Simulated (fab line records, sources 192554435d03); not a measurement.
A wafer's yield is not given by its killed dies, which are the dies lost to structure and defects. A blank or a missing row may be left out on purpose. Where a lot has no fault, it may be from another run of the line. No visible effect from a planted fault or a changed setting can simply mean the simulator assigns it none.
Chamber matching || flow n5-finfet || N5_BEOL_M7_DEP_56 on pecvd-04: 3 sister chambers
The step deposits SiCN from 3MS/NH3, target thk 10 nm, time 17.5 s. 6 wafers are shown with their chamber, then 8 later ones without.

== WAFERS, EACH WITH ITS CHAMBER ==
{"wafer": "L088.5", "chamber": 2, "throttle-valve-pct (%)": 8.9, "showerhead-plenum-p-Torr (Torr)": 3.667}
{"wafer": "L088.6", "chamber": 0, "throttle-valve-pct (%)": 8.3, "showerhead-plenum-p-Torr (Torr)": 3.663}
{"wafer": "L089.3", "chamber": 0, "throttle-valve-pct (%)": 8.5, "showerhead-plenum-p-Torr (Torr)": 3.667}
{"wafer": "L089.5", "chamber": 2, "throttle-valve-pct (%)": 9.1, "showerhead-plenum-p-Torr (Torr)": 3.678}
{"wafer": "L089.6", "chamber": 1, "throttle-valve-pct (%)": 9.9, "showerhead-plenum-p-Torr (Torr)": 3.667}
{"wafer": "L091.1", "chamber": 1, "throttle-valve-pct (%)": 10.0, "showerhead-plenum-p-Torr (Torr)": 3.682}

== WAFERS WITHOUT THEIR CHAMBER ==
{"wafer": "L091.3", "throttle-valve-pct (%)": 8.4, "showerhead-plenum-p-Torr (Torr)": 3.669}
{"wafer": "L091.5", "throttle-valve-pct (%)": 8.5, "showerhead-plenum-p-Torr (Torr)": 3.665}
{"wafer": "L094.2", "throttle-valve-pct (%)": 9.0, "showerhead-plenum-p-Torr (Torr)": 3.671}
{"wafer": "L094.4", "throttle-valve-pct (%)": 9.0, "showerhead-plenum-p-Torr (Torr)": 3.671}
{"wafer": "L094.5", "throttle-valve-pct (%)": 10.1, "showerhead-plenum-p-Torr (Torr)": 3.679}
{"wafer": "L097.2", "throttle-valve-pct (%)": 8.9, "showerhead-plenum-p-Torr (Torr)": 3.675}
{"wafer": "L097.3", "throttle-valve-pct (%)": 8.8, "showerhead-plenum-p-Torr (Torr)": 3.670}
{"wafer": "L097.5", "throttle-valve-pct (%)": 9.1, "showerhead-plenum-p-Torr (Torr)": 3.673}

== WHICH CHAMBER EACH WENT THROUGH ==
{"wafer": "L091.3", "from the rows above": 0, "in truth": 0}
{"wafer": "L091.5", "from the rows above": 0, "in truth": 0}
{"wafer": "L094.2", "from the rows above": 2, "in truth": 2}
{"wafer": "L094.4", "from the rows above": 2, "in truth": 2}
{"wafer": "L094.5", "from the rows above": 1, "in truth": 1}
{"wafer": "L097.2", "from the rows above": 2, "in truth": 2}
{"wafer": "L097.3", "from the rows above": "can't be placed: 2 or 0", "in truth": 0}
{"wafer": "L097.5", "from the rows above": 2, "in truth": 2}
Correctly placed: 7 of 8. From these rows, 1 cannot be placed; in 1 the true chamber is one of the candidates. 0 placed wrongly.
How it was worked out, from the rows above alone: a wafer's distance from a chamber is the root of the sum, over the readings, of the square of ((its reading less the chamber's mean) divided by the reading's scatter). If the next closest chamber is less than 2 further off than the closest, the wafer can't be placed; otherwise it belongs to the closest. Each chamber's mean is taken over the wafers shown for it. The scatter is the square root of a quotient: the sum, over the shown wafers, of each reading's squared deviation from its chamber's mean, divided by wafers minus chambers.
